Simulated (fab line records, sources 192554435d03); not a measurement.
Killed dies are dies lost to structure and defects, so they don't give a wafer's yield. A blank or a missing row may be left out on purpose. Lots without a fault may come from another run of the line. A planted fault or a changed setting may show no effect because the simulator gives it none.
Split-lot experiment | flow n5_finfet | 7 lots, 21 wafers read, on a route of 1938 steps

THE SPLIT
At N5_MOL_CONTACT_COAG_ETCH_105 (etches SiARC in CF4, target depth 15.6 nm, time 26 s), the setting bias_w was moved away from the recipe's 36 W on 6 of the 21 wafers read, by -7.3% to +10.5%. The other wafers ran this setting at the recipe's value.

The reading is taken at the split's own step.

THE READING
rf_vpp_V, in V, at N5_MOL_CONTACT_COAG_ETCH_105 (etches SiARC in CF4, target depth 15.6 nm, time 26 s). Fault-free wafers of this fab line usually give 183.9 V, standard deviation 1.3 V.

wafer  | tool, chamber at the split | bias_w as run, W | against the recipe | rf_vpp_V, V | against lot-mates on the recipe
L075.1 | rie_diel-01, 2             | 36               | recipe             | 185.5       | -
L075.4 | rie_diel-01, 3             | 36               | recipe             | 183.8       | -
L075.6 | rie_diel-01, 2             | 39.57            | +9.9%              | 196.0       | +11.3
L076.1 | rie_diel-01, 1             | 39.05            | +8.5%              | 193.5       | +8.5
L076.4 | rie_diel-01, 2             | 39.05            | +8.5%              | 197.2       | +12.2
L076.6 | rie_diel-01, 2             | 36               | recipe             | 185.0       | -
L078.1 | rie_diel-05, 0             | 36               | recipe             | 182.6       | -
L078.2 | rie_diel-05, 3             | 36               | recipe             | 182.5       | -
L078.6 | rie_diel-05, 3             | 36               | recipe             | 185.5       | -
L085.1 | rie_diel-05, 2             | 36               | recipe             | 184.2       | -
L085.4 | rie_diel-05, 0             | 36               | recipe             | 182.7       | -
L085.5 | rie_diel-05, 0             | 39.79            | +10.5%             | 194.0       | +10.6
L089.3 | rie_diel-01, 3             | 36               | recipe             | 184.3       | -
L089.5 | rie_diel-01, 3             | 33.38            | -7.3%              | 174.5       | -9.7
L089.6 | rie_diel-01, 0             | 36               | recipe             | 184.0       | -
L093.4 | rie_diel-06, 2             | 36               | recipe             | 184.4       | -
L093.5 | rie_diel-06, 2             | 36               | recipe             | 182.6       | -
L093.6 | rie_diel-06, 3             | 36               | recipe             | 186.3       | -
L097.3 | rie_diel-06, 2             | 36               | recipe             | 183.4       | -
L097.5 | rie_diel-06, 3             | 34.27            | -4.8%              | 179.1       | -4.5
L097.6 | rie_diel-06, 2             | 36               | recipe             | 183.8       | -

THE FIT
A straight line over all 21 wafers: rf_vpp_V changes by +1.19 V for each +1% of bias_w; r = +0.97; the points scatter about the line by 1.4 V.
The same after taking each lot's own level away (the mean of its wafers on the recipe; 21 wafers): +1.15 V for each +1%; r = +0.97; scatter 1.2 V.
On that fit, the largest move of bias_w shifts the reading by 12 V.
The lots' own levels span 183.45 to 185.00 V, that is 1.2 times the standard deviation above.
So the lot-to-lot level changes the slope little: the two slopes agree.
Check: with one of the wafers moved furthest among these (+10.5%) left out of the fit, the line predicts +12.6 V for it against its lot-mates. It came out at +10.6 V against them.
Tool readings at the split's step, against how far the setting was moved: rf_vpp_V r = +0.97.

OTHER SPLITS ON THESE WAFERS
These wafers also went through other splits before the reading. Each is held against what the fit with the lots' levels taken away leaves over:
other split on the same wafers     | wafers away from the commonest value | r with rf_vpp_V (lot level and that fit taken away)
N5_SD_EPI_P_EPI_21 time_s          | 7                                    | +0.27
N5_HKMG_FIN_CVD_62 temp_c          | 10                                   | -0.01
N5_HKMG_FIN_ETCH_86 target_depth_a | 8                                    | -0.34

THE FILE'S OWN FIT
rf_vpp_V changes by +1.13 V for each +1% of bias_w, r = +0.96.
